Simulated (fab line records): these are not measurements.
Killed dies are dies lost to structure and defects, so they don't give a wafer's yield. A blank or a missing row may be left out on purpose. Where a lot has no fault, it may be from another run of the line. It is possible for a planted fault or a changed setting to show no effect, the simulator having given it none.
Matching of chambers / flow n5 finfet / 4 sister chambers for N5_BEOL_M7_ETCH_66 on rie diel-03
The step etches SOC in N2/H2, target depth 80 nm, overetch 16 nm, time 120 s. 22 wafers are shown with their chamber, then 11 later ones without.

## WAFERS PAIRED WITH THEIR CHAMBERS
wafer=L074.3; chamber=1; showerhead plenum p Torr (Torr)=2.50; throttle valve pct (%)=17.48; drypump motor current A (A)=5.8
wafer=L074.4; chamber=2; showerhead plenum p Torr (Torr)=2.51; throttle valve pct (%)=17.89; drypump motor current A (A)=6.6
wafer=L074.6; chamber=0; showerhead plenum p Torr (Torr)=2.54; throttle valve pct (%)=17.62; drypump motor current A (A)=5.2
wafer=L075.1; chamber=3; showerhead plenum p Torr (Torr)=2.61; throttle valve pct (%)=17.89; drypump motor current A (A)=6.5
wafer=L075.2; chamber=1; showerhead plenum p Torr (Torr)=2.49; throttle valve pct (%)=17.50; drypump motor current A (A)=5.8
wafer=L075.4; chamber=2; showerhead plenum p Torr (Torr)=2.51; throttle valve pct (%)=17.90; drypump motor current A (A)=6.6
wafer=L077.2; chamber=2; showerhead plenum p Torr (Torr)=2.51; throttle valve pct (%)=17.88; drypump motor current A (A)=6.5
wafer=L077.5; chamber=1; showerhead plenum p Torr (Torr)=2.49; throttle valve pct (%)=17.49; drypump motor current A (A)=5.9
wafer=L077.6; chamber=0; showerhead plenum p Torr (Torr)=2.54; throttle valve pct (%)=17.62; drypump motor current A (A)=5.3
wafer=L081.2; chamber=0; showerhead plenum p Torr (Torr)=2.54; throttle valve pct (%)=17.65; drypump motor current A (A)=5.2
wafer=L081.3; chamber=1; showerhead plenum p Torr (Torr)=2.49; throttle valve pct (%)=17.50; drypump motor current A (A)=5.8
wafer=L081.5; chamber=0; showerhead plenum p Torr (Torr)=2.54; throttle valve pct (%)=17.62; drypump motor current A (A)=5.2
wafer=L080.1; chamber=1; showerhead plenum p Torr (Torr)=2.49; throttle valve pct (%)=17.48; drypump motor current A (A)=5.8
wafer=L080.3; chamber=2; showerhead plenum p Torr (Torr)=2.50; throttle valve pct (%)=17.90; drypump motor current A (A)=6.6
wafer=L080.4; chamber=0; showerhead plenum p Torr (Torr)=2.54; throttle valve pct (%)=17.63; drypump motor current A (A)=5.3
wafer=L082.3; chamber=1; showerhead plenum p Torr (Torr)=2.49; throttle valve pct (%)=17.52; drypump motor current A (A)=5.9
wafer=L082.4; chamber=2; showerhead plenum p Torr (Torr)=2.50; throttle valve pct (%)=17.91; drypump motor current A (A)=6.6
wafer=L082.6; chamber=3; showerhead plenum p Torr (Torr)=2.61; throttle valve pct (%)=17.89; drypump motor current A (A)=6.4
wafer=L083.4; chamber=1; showerhead plenum p Torr (Torr)=2.49; throttle valve pct (%)=17.51; drypump motor current A (A)=5.9
wafer=L083.5; chamber=1; showerhead plenum p Torr (Torr)=2.49; throttle valve pct (%)=17.51; drypump motor current A (A)=5.9
wafer=L083.6; chamber=2; showerhead plenum p Torr (Torr)=2.50; throttle valve pct (%)=17.93; drypump motor current A (A)=6.6
wafer=L088.1; chamber=0; showerhead plenum p Torr (Torr)=2.53; throttle valve pct (%)=17.68; drypump motor current A (A)=5.2

SIGNATURES, as means of the wafers listed above
reading=showerhead plenum p Torr; chamber 0=2.5383; chamber 1=2.4912; chamber 2=2.5050; chamber 3=2.6100; scatter within a chamber=0.00422
reading=throttle valve pct; chamber 0=17.6367; chamber 1=17.4988; chamber 2=17.9017; chamber 3=17.8900; scatter within a chamber=0.0181
reading=drypump motor current A; chamber 0=5.233; chamber 1=5.850; chamber 2=6.583; chamber 3=6.450; scatter within a chamber=0.0509
Rule: a wafer's distance from a chamber is the root of the sum, over the readings, of the square of ((its reading less the chamber's mean) divided by the reading's scatter). The wafer belongs to the nearest chamber; if the next one is less than 2 further off, it can't be placed. The scatter: take each reading less its chamber's mean, square it, sum over the shown wafers, divide by the number of wafers less the number of chambers, and take the root.

## WAFERS WITH NO CHAMBER GIVEN
wafer=L088.2; showerhead plenum p Torr (Torr)=2.48; throttle valve pct (%)=17.53; drypump motor current A (A)=5.8
wafer=L088.3; showerhead plenum p Torr (Torr)=2.60; throttle valve pct (%)=17.94; drypump motor current A (A)=6.4
wafer=L090.1; showerhead plenum p Torr (Torr)=2.48; throttle valve pct (%)=17.54; drypump motor current A (A)=5.8
wafer=L090.3; showerhead plenum p Torr (Torr)=2.60; throttle valve pct (%)=17.92; drypump motor current A (A)=6.4
wafer=L090.5; showerhead plenum p Torr (Torr)=2.60; throttle valve pct (%)=17.95; drypump motor current A (A)=6.4
wafer=L095.1; showerhead plenum p Torr (Torr)=2.52; throttle valve pct (%)=17.70; drypump motor current A (A)=5.2
wafer=L095.2; showerhead plenum p Torr (Torr)=2.48; throttle valve pct (%)=17.56; drypump motor current A (A)=5.9
wafer=L095.4; showerhead plenum p Torr (Torr)=2.60; throttle valve pct (%)=17.94; drypump motor current A (A)=6.4
wafer=L097.2; showerhead plenum p Torr (Torr)=2.52; throttle valve pct (%)=17.69; drypump motor current A (A)=5.3
wafer=L097.4; showerhead plenum p Torr (Torr)=2.47; throttle valve pct (%)=17.56; drypump motor current A (A)=5.8
wafer=L097.5; showerhead plenum p Torr (Torr)=2.49; throttle valve pct (%)=17.61; drypump motor current A (A)=6.6

## THE CHAMBER EACH PASSED THROUGH
wafer=L088.2; from the rows above=1; in truth=1
wafer=L088.3; from the rows above=3; in truth=3
wafer=L090.1; from the rows above=1; in truth=1
wafer=L090.3; from the rows above=3; in truth=3
wafer=L090.5; from the rows above=3; in truth=3
wafer=L095.1; from the rows above=0; in truth=0
wafer=L095.2; from the rows above=1; in truth=1
wafer=L095.4; from the rows above=3; in truth=3
wafer=L097.2; from the rows above=0; in truth=0
wafer=L097.4; from the rows above=1; in truth=1
wafer=L097.5; from the rows above=can't be placed: 1 or 2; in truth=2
Correctly placed: 10 of 11. Unplaceable from these rows: 1, with the true chamber sitting among the candidates in 1. Wrongly placed: 0.
